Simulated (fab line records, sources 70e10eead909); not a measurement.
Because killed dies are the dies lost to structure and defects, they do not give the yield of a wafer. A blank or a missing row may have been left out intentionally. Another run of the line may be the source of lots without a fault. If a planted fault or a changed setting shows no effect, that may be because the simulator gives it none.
3 desks looking at one fault	flow nand harc	each desk holds nothing but its own numbers, with what lay behind them at the end

DESK OF THE TOOL OWNER: rie diel-11
The tool's own readings at NHARC_A_CONTACT_ETCH_50 (etches the open film in CF4/CHF3, target depth 121 nm, time 60.5 s): means of the sampled wafers that have a number, for each lot that ran on this tool. A lot is out of limits, marked OUT, if its mean lies more than 4 standard deviations from the usual mean; the brackets give that distance.
Columns: A = drypump motor current A at NHARC_A_CONTACT_ETCH_50, usual 5.8 A; B = oes product au at NHARC_A_CONTACT_ETCH_50, usual 0.955 a.u.; C = rf vpp V at NHARC_A_CONTACT_ETCH_50, usual 370.0 V; D = showerhead plenum p Torr at NHARC_A_CONTACT_ETCH_50, usual 1.56 Torr; E = throttle valve pct at NHARC_A_CONTACT_ETCH_50, usual 16.804 %
lot	first seen here	A	B	C	D	E
L432	day 27 04:23	5.8	0.989	369.0	1.53	16.804
L440	day 30 08:52	6.3	0.977	370.6	1.59	16.803
Finding of this desk: none of the 2 lots has anything out of limits.

THE DEFECT DESK
Inspection counts along the route, by lot: the mean over sampled wafers that carry a number. A lot is out of limits, marked OUT, if its mean lies more than 4 standard deviations from the usual mean; the brackets give that distance.
Columns: A = raw defect count at NHARC_A_CONTACT_INSPECT_44, usual 80
lot	first seen here	A
L429	day 26 08:10	122
L430	day 27 01:24	93
L432	day 27 03:48	130
L434	day 28 03:28	110
L440	day 30 08:17	81
Finding of this desk: none of the 5 lots has anything out of limits.

AT THE METROLOGY DESK
Lot by lot, what the gauges showed, no matter which tool ran the lot: averages of those sampled wafers that carry a number. A lot is out of limits, marked OUT, if its mean lies more than 4 standard deviations from the usual mean; the brackets give that distance.
Columns: A = cd nm at NHARC_A_CONTACT_CD_MEAS_42, usual 299.9 nm; B = overlay x nm at NHARC_A_CONTACT_OVL_MEAS_43, usual 0.2 nm; C = overlay y nm at NHARC_A_CONTACT_OVL_MEAS_43, usual 0.1 nm; D = cd nm at NHARC_A_CONTACT_CD_MEAS_53, usual 289.8 nm
lot	first seen here	A	B	C	D
L429	day 26 08:02	299.8	0.5	-1.1	290.5
L430	day 27 01:17	299.7	0.2	0.6	291.1
L432	day 27 03:40	300.4	0.8	1.1	289.6
L434	day 28 03:20	300.1	-0.6	0.4	289.7
L440	day 30 08:09	299.5	1.9	1.1	289.6
Finding of this desk: none of the 5 lots has anything out of limits.

TAKEN TOGETHER
The desk of the tool owner found nothing out of limits.
Nothing the defect desk looked at was out of limits.
Metrology desk: nothing out of limits seen.

WHAT WAS PUT IN BY THE SIMULATOR
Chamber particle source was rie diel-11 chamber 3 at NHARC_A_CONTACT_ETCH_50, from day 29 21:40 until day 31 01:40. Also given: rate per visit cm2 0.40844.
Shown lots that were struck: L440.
